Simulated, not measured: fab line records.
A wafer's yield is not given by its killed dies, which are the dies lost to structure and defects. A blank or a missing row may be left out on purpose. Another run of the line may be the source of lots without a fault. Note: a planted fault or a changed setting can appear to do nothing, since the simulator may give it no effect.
Chamber matching -- flow nand_harc -- NHARC_A_STAIRCASE_ETCH_292 on rie_diel-05 has 4 sister chambers
The step etches the open film in CF4/CHF3. 22 wafers are shown with their chamber, then 11 later ones without.

WAFERS, EACH WITH ITS CHAMBER
wafer,chamber,showerhead_plenum_p_Torr (Torr),drypump_motor_current_A (A),rf_vpp_V (V)
L076.1,1,1.51,6.5,366.7
L076.2,2,1.57,5.7,370.8
L076.5,2,1.57,5.7,372.2
L080.3,2,1.57,5.6,370.5
L080.4,1,1.51,6.4,367.5
L080.5,2,1.57,5.6,370.2
L078.1,1,1.51,6.5,367.3
L078.2,3,1.61,5.0,371.9
L078.3,0,1.52,5.3,367.9
L082.2,0,1.52,5.3,368.1
L082.3,2,1.57,5.6,369.8
L082.4,1,1.51,6.5,367.4
L083.1,1,1.51,6.5,369.1
L083.2,3,1.61,5.0,371.3
L083.6,2,1.57,5.6,370.6
L084.2,2,1.57,5.6,369.5
L084.4,0,1.51,5.3,368.7
L084.5,1,1.50,6.5,368.4
L086.2,1,1.50,6.4,367.7
L086.5,3,1.61,5.0,370.6
L086.6,0,1.51,5.2,369.1
L085.1,0,1.51,5.3,368.0

SIGNATURES, as means of the wafers listed above
reading,chamber 0,chamber 1,chamber 2,chamber 3,scatter within a chamber
showerhead_plenum_p_Torr,1.5140,1.5071,1.5700,1.6100,0.00382
drypump_motor_current_A,5.280,6.471,5.629,5.000,0.0451
rf_vpp_V,368.360,367.729,370.514,371.267,0.754
Rule: for each reading, subtract the chamber's mean from the wafer's reading, divide by that reading's scatter and square the result; add these up over the readings and take the root, which gives the wafer's distance from the chamber. The wafer belongs to the nearest chamber; if the next one is less than 2 further off, it can't be placed. The scatter: take each reading less its chamber's mean, square it, sum over the shown wafers, divide by the number of wafers less the number of chambers, and take the root.

WAFERS WHOSE CHAMBER IS MISSING
wafer,showerhead_plenum_p_Torr (Torr),drypump_motor_current_A (A),rf_vpp_V (V)
L085.4,1.56,5.7,369.4
L085.6,1.56,5.6,371.0
L093.1,1.61,5.0,371.3
L093.2,1.56,5.6,371.6
L093.6,1.61,5.0,371.0
L090.2,1.61,5.0,372.1
L090.4,1.56,5.7,370.4
L090.5,1.51,5.3,367.6
L092.1,1.50,6.5,368.8
L092.3,1.61,5.0,371.3
L092.6,1.56,5.6,371.9

EACH ONE'S CHAMBER
wafer,from the rows above,in truth
L085.4,2,2
L085.6,2,2
L093.1,3,3
L093.2,2,2
L093.6,3,3
L090.2,3,3
L090.4,2,2
L090.5,0,0
L092.1,1,1
L092.3,3,3
L092.6,2,2
11 of 11 placed correctly. Number that these rows cannot place: 0. Placed wrongly: 0.
